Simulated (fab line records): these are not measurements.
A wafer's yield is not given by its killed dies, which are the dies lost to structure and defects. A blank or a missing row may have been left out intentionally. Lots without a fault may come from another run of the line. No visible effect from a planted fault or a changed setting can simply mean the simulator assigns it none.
8D (eight disciplines) problem report, filled in by code | flow n5Finfet | the parts of the form that need people (team, actions taken, sign-off) are left out

1. WHAT IS WRONG
runLengthS at N5_BEOL_M14_ETCH_59 reads a mean of 94.4 s on 3 wafers of 3 lots; wafers without a fault read 91.3 s with a standard deviation of 0.47. That puts it +6.7 standard deviations away from the usual mean.
The step: etches BARC in N2/H2, target depth 89 nm, overetch 26.7 nm, time 67.9 s.
First seen on wafer L908.4, day 13 19:15, on rieDiel-02. The record holds 32 wafers of 11 lots with a number at this step. The rule behind "out" and "out of limits": a value lying over 4 standard deviations away from the usual mean. The other wafers with a number count as sound.

2. WHAT IT IS, WHAT IT ISN'T
question                    | is                     | is not
which readings at this step | runLengthS             | rfVppV, showerheadPlenumPTorr, throttleValvePct
which lots                  | L908, L909, L911       | L897, L901, L913, L914, L916, L918, L919, L920
which wafers of those lots  | L908.4, L909.1, L911.1 | L908.2, L908.3, L909.3, L911.2, L911.5
read on which tools         | rieDiel-02             | rieDiel-04, rieDiel-05
when                        | from day 13 19:15      | up to then (8 sound wafers); but 21 sound wafers of L909, L911, L913, L914, L916, L918, L919, L920 came after

3. SUSPECTS, AND WHAT RULES EACH OUT
Counting: if a tool at a process step up to the reading ran every lot that is out, it stays a suspect. Sound lots after the first of them don't rule it out here, since some wafers of a struck lot are sound.
- rieDiel-03 at N5_BEOL_M13_ETCH_68 (etches SOC in N2/H2, time 355 s): kept. It ran every lot that is out, first L908 (day 13 16:08); its last sound lot up to then is L897 (day 11 06:30).
- plasmaAsher-01 at N5_BEOL_M13_STRIP_37 (strips in N2/H2): kept. It ran every lot that is out, first L908 (day 13 16:35); its last sound lot up to then is L901 (day 11 22:15).
- rieDiel-02 at N5_BEOL_M14_ETCH_59 (etches BARC in N2/H2, target depth 89 nm, overetch 26.7 nm, time 67.9 s): kept. It ran every lot that is out, first L908 (day 13 19:15). Out on those wafers are its own readings of runLengthS.
- At N5_BEOL_M13_ETCH_68, inside rieDiel-03: chamber 1 took the wafers that are out, while their sound lot-mates went through chambers 0, 2, 3.
After the count, these remain: rieDiel-03 at N5_BEOL_M13_ETCH_68, plasmaAsher-01 at N5_BEOL_M13_STRIP_37 and rieDiel-02 at N5_BEOL_M14_ETCH_59.

4. THE CAUSE (what the simulator had put in)
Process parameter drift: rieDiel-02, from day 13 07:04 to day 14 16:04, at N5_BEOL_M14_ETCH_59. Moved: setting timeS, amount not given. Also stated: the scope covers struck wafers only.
After counting, 3 suspects remain, this tool included.

5. THE EFFECT CHAIN, in route order
Each row: a reading whose mean over the struck wafers that have a number lies more than 3 standard deviations from the usual. Scope: only readings with a usual standard deviation given in the record; hours: median across lots of the time from each lot's start at the first step in this table that gives one to its start at this step; sigmas: change in usual standard deviations.
hours | step                | reading    | usual  | on struck wafers | change | sigmas
0     | N5_BEOL_M14_ETCH_59 | runLengthS | 91.3 s | 94.4             | +3.1   | +6.7
Process steps it contains:
- N5_BEOL_M14_ETCH_59: etches BARC in N2/H2, target depth 89 nm, overetch 26.7 nm, time 67.9 s.

6. WHAT WOULD HAVE CAUGHT IT SOONER
In this record the first reading out of limits was taken at day 13 19:15, 12 hours after the fault began at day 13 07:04.
